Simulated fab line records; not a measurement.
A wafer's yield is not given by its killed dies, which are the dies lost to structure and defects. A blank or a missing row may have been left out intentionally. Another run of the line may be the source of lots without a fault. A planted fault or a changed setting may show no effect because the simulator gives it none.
Matching of chambers / flow n5_finfet / N5_FIN_SAQP_ALD_61 on ald_sin-02 has 4 sister chambers
The step deposits SiO2, target thk 4 nm, pulse time 1 s, purge time 2 s. 8 wafers are shown with their chamber, then 8 later ones without.

## WAFERS, EACH WITH ITS CHAMBER
wafer=L076.6; chamber=0; heater_power_w (W)=432; precursor_pulse_height_rel=1.021
wafer=L083.2; chamber=2; heater_power_w (W)=481; precursor_pulse_height_rel=1.029
wafer=L083.3; chamber=3; heater_power_w (W)=474; precursor_pulse_height_rel=1.012
wafer=L083.5; chamber=1; heater_power_w (W)=486; precursor_pulse_height_rel=0.977
wafer=L084.2; chamber=0; heater_power_w (W)=438; precursor_pulse_height_rel=1.020
wafer=L084.3; chamber=2; heater_power_w (W)=478; precursor_pulse_height_rel=1.023
wafer=L084.5; chamber=3; heater_power_w (W)=476; precursor_pulse_height_rel=1.007
wafer=L086.2; chamber=1; heater_power_w (W)=481; precursor_pulse_height_rel=0.976

## WAFERS WHOSE CHAMBER IS MISSING
wafer=L086.3; heater_power_w (W)=479; precursor_pulse_height_rel=0.977
wafer=L086.6; heater_power_w (W)=484; precursor_pulse_height_rel=0.985
wafer=L087.1; heater_power_w (W)=474; precursor_pulse_height_rel=1.023
wafer=L087.5; heater_power_w (W)=472; precursor_pulse_height_rel=1.023
wafer=L087.6; heater_power_w (W)=429; precursor_pulse_height_rel=0.985
wafer=L090.4; heater_power_w (W)=472; precursor_pulse_height_rel=0.993
wafer=L090.5; heater_power_w (W)=491; precursor_pulse_height_rel=1.038
wafer=L090.6; heater_power_w (W)=439; precursor_pulse_height_rel=1.015

## WHICH CHAMBER EACH WENT THROUGH
wafer=L086.3; from the rows above=1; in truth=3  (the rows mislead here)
wafer=L086.6; from the rows above=1; in truth=1
wafer=L087.1; from the rows above=2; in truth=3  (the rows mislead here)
wafer=L087.5; from the rows above=2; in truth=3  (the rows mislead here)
wafer=L087.6; from the rows above=0; in truth=0
wafer=L090.4; from the rows above=can't be placed: 3 or 1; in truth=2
wafer=L090.5; from the rows above=2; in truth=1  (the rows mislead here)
wafer=L090.6; from the rows above=0; in truth=0
Correct placement for 3 of the 8. Can't be placed from these rows: 1 (the true chamber is among the candidates in 0). Placed wrongly: 4.
How it was worked out, from the rows above alone: a wafer's distance from a chamber is the root of the sum, over the readings, of the square of ((its reading less the chamber's mean) divided by the reading's scatter). The wafer belongs to the nearest chamber; if the next one is less than 2 further off, it can't be placed. Each chamber's mean is taken over the wafers shown for it. The scatter: take each reading less its chamber's mean, square it, sum over the shown wafers, divide by the number of wafers less the number of chambers, and take the root.
